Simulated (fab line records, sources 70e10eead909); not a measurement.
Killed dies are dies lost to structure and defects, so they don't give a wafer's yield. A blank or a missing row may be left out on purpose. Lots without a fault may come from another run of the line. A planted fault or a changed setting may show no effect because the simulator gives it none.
Chamber matching | flow nand_harc | NHARC_A_STAIRCASE_DEP_301 on pecvd-01: 3 sister chambers
The step deposits SiON, target thk 30 nm. 6 wafers are shown with their chamber, then 7 later ones without.

WAFERS WITH THEIR CHAMBER
wafer  | chamber | heater_power_w (W)
L748.3 | 0       | 750
L750.1 | 1       | 877
L750.2 | 2       | 709
L750.4 | 1       | 881
L753.1 | 0       | 707
L753.2 | 2       | 817

WAFERS WITHOUT THEIR CHAMBER
wafer  | heater_power_w (W)
L753.5 | 823
L754.3 | 822
L754.4 | 841
L754.6 | 827
L755.4 | 802
L755.5 | 883
L755.6 | 712

WHICH CHAMBER EACH WENT THROUGH
wafer  | from the rows above          | in truth
L753.5 | can't be placed: 1 or 2 or 0 | 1
L754.3 | can't be placed: 1 or 2 or 0 | 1
L754.4 | can't be placed: 1 or 2 or 0 | 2
L754.6 | can't be placed: 1 or 2 or 0 | 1
L755.4 | can't be placed: 2 or 0 or 1 | 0
L755.5 | 1                            | 1
L755.6 | can't be placed: 0 or 2      | 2
Placed correctly: 1 of 7. Can't be placed from these rows: 6 (the true chamber is among the candidates in 6). Placed wrongly: 0.
How it was worked out, from the rows above alone: a wafer's distance from a chamber is the root of the sum, over the readings, of the square of ((its reading less the chamber's mean) divided by the reading's scatter). The wafer belongs to the nearest chamber; if the next one is less than 2 further off, it can't be placed. A chamber's mean is the mean of its shown wafers. The scatter: the root of (the sum of the squares of (reading less its chamber's mean) over the shown wafers, divided by (wafers less chambers)).
